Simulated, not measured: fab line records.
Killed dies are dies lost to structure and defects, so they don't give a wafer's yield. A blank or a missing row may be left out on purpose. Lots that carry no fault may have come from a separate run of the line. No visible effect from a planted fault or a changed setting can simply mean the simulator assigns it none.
Lot-split experiment ; flow n5-finfet ; 7 lots, 21 wafers read, on a route of 1938 steps

THE SPLIT ITSELF
At N5_BEOL_M14_COAT_66 (time 60 s, resist thk 110 nm), the setting spin-rpm was moved away from the recipe's 1500 rpm on 11 of the 21 wafers read, by -11.1% to +9.6%. This setting was run at the recipe's value on the other wafers.

The reading is taken at the split's own step.

THE READING
SiARC_of_BEOL_M14_COAT_66.thk-nm (the simulator's own value, which no gauge read), in nm, at N5_BEOL_M14_COAT_66 (time 60 s, resist thk 110 nm). The file gives no usual value for it. Across the 10 wafers here that went through the recipe, the average is 109.9 nm and the standard deviation 0.16 nm.

wafer;tool, chamber at the split;spin-rpm as run, rpm;against the recipe;SiARC_of_BEOL_M14_COAT_66.thk-nm, nm;against lot-mates on the recipe
L076.1;litho-track-04, 0;1443;-3.8%;112;+2.4
L076.5;litho-track-04, 0;1443;-3.8%;112;+2.4
L076.3;litho-track-04, 0;1500;recipe;109.6;-
L089.2;litho-track-04, 0;1615;+7.7%;106;no lot-mate on the recipe
L089.4;litho-track-04, 0;1615;+7.7%;106;no lot-mate on the recipe
L089.3;litho-track-04, 0;1615;+7.7%;106.2;no lot-mate on the recipe
L088.2;litho-track-04, 0;1644;+9.6%;104.6;-5.2
L088.3;litho-track-04, 0;1500;recipe;109.8;-
L088.4;litho-track-04, 0;1644;+9.6%;104.8;-5.0
L091.1;litho-track-03, 0;1500;recipe;109.8;-
L091.4;litho-track-03, 0;1500;recipe;109.8;-
L091.6;litho-track-03, 0;1500;recipe;110.2;-
L092.1;litho-track-03, 0;1500;recipe;109.8;-
L092.6;litho-track-03, 0;1500;recipe;109.8;-
L092.3;litho-track-03, 0;1500;recipe;110;-
L095.1;litho-track-04, 0;1334;-11.1%;116.8;+6.8
L095.4;litho-track-04, 0;1500;recipe;110;-
L095.6;litho-track-04, 0;1334;-11.1%;117;+7.0
L096.1;litho-track-03, 0;1500;recipe;109.8;-
L096.3;litho-track-03, 0;1349;-10.1%;116.2;+6.4
L096.4;litho-track-03, 0;1349;-10.1%;116.2;+6.4

FIT RESULTS
A straight line over all 21 wafers: SiARC_of_BEOL_M14_COAT_66.thk-nm changes by -0.578 nm for each +1% of spin-rpm; r = -1.00; the points scatter about the line by 0.33 nm.
The same after taking each lot's own level away (the mean of its wafers on the recipe; 18 wafers): -0.594 nm for each +1%; r = -1.00; scatter 0.25 nm.
The reading moves by 6.6 nm for the largest change in spin-rpm, on that fit.
From 109.60 to 110.00 nm: that is the span of the lots' own levels, equal to 2.6 times the standard deviation above.
The two slopes agree, so the slope changes little with the lot-to-lot level.
Check: +6.73 nm against its lot-mates is what the line predicts for one of the wafers moved furthest among these (-11.1%) when that wafer is left out of the fit. It came out at +6.8 nm against them.

FURTHER SPLITS ON THESE WAFERS
Other splits were also applied to these wafers ahead of the reading. Each is held against what the fit with the lots' levels taken away leaves over:
other split on the same wafers;wafers away from the commonest value;r with SiARC_of_BEOL_M14_COAT_66.thk-nm (lot level and that fit taken away)
N5_BEOL_M9_EXPOSE_08 dose-mj;9;-0.18
N5_BEOL_M10_ETCH_62 time-s;8;-0.21
N5_BEOL_M11_TRENCH_ETCH_37 time-s;7;-0.16
N5_BEOL_M11_ALD_74 ald-cycles;7;-0.44
N5_BEOL_M12_SPUTTER_44 power-w;7;+0.15

THE FILE'S OWN FIT
SiARC_of_BEOL_M14_COAT_66.thk-nm changes by -0.602 nm for each +1% of spin-rpm, r = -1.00.
